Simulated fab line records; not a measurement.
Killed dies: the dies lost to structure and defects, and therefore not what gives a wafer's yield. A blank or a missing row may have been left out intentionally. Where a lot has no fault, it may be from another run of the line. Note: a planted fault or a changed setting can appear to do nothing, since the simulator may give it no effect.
Split-lot experiment -- flow n5 finfet -- route with 1938 steps; 7 lots, 21 wafers read

## SPLIT DETAILS
At N5_BEOL_M5_ETCH_41 (etches SiCN in CH3F/O2, target depth 31.5 nm, time 56.7 s), the setting source w was moved away from the recipe's 395 W on 6 of the 21 wafers read, by -9.6% to +17.9%. All remaining wafers had this setting at the recipe value.

The reading is taken at the split's own step.

## THE READING
rf vpp V, in V, at N5_BEOL_M5_ETCH_41 (etches SiCN in CH3F/O2, target depth 31.5 nm, time 56.7 s). Typical for fault-free wafers on this fab line: 297.3 V, with standard deviation 1.7 V.

wafer,"tool, chamber at the split","source w as run, W",against the recipe,"rf vpp V, V",against lot-mates on the recipe
L074.1,"rie diel-04, 3",465.8,+17.9%,281.8,-14.2
L074.3,"rie diel-04, 2",465.8,+17.9%,280.2,-15.8
L074.5,"rie diel-04, 2",395,recipe,296.0,-
L078.2,"rie diel-01, 1",395,recipe,294.3,-
L078.3,"rie diel-01, 0",395,recipe,297.5,-
L078.6,"rie diel-01, 0",395,recipe,299.4,-
L086.2,"rie diel-03, 0",395,recipe,299.9,-
L086.4,"rie diel-03, 3",395,recipe,297.5,-
L086.6,"rie diel-03, 2",395,recipe,299.4,-
L088.3,"rie diel-03, 1",357.1,-9.6%,306.0,+9.3
L088.5,"rie diel-03, 2",357.1,-9.6%,310.1,+13.4
L088.6,"rie diel-03, 3",395,recipe,296.7,-
L090.2,"rie diel-03, 2",395,recipe,298.8,-
L090.4,"rie diel-03, 1",464.4,+17.6%,282.8,-16.0
L090.6,"rie diel-03, 1",464.4,+17.6%,281.7,-17.1
L091.2,"rie diel-01, 0",395,recipe,298.9,-
L091.4,"rie diel-01, 1",395,recipe,296.5,-
L091.6,"rie diel-01, 3",395,recipe,295.6,-
L095.1,"rie diel-01, 0",395,recipe,297.9,-
L095.3,"rie diel-01, 1",395,recipe,295.6,-
L095.5,"rie diel-01, 2",395,recipe,299.0,-

THE FIT
A straight line over all 21 wafers: rf vpp V changes by -0.932 V for each +1% of source w; r = -0.98; the points scatter about the line by 1.7 V.
The same after taking each lot's own level away (the mean of its wafers on the recipe; 21 wafers): -0.94 V for each +1%; r = -0.98; scatter 1.7 V.
The reading moves by 17 V for the largest change in source w, on that fit.
The lots' own levels span 296.00 to 298.93 V, that is 1.7 times the standard deviation above.
So the lot-to-lot level changes the slope little: the two slopes agree.
Check: -17.1 V against its lot-mates is what the line predicts for one of the wafers moved furthest among these (+17.9%) when that wafer is left out of the fit. It came out at -14.2 V against them.
Tool readings at the split's step, against how far the setting was moved: rf vpp V r = -0.98.

## OTHER SPLITS APPLIED TO THESE WAFERS
Other splits were also applied to these wafers ahead of the reading. Each is held against what the fit with the lots' levels taken away leaves over:
other split on the same wafers,wafers away from the commonest value,r with rf vpp V (lot level and that fit taken away)
N5_BEOL_M5_COAT_05 spin rpm,6,+0.14
N5_BEOL_M5_ETCH_72 source w,4,-0.20

## THE FILE'S OWN FIT
rf vpp V changes by -0.926 V for each +1% of source w, r = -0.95.
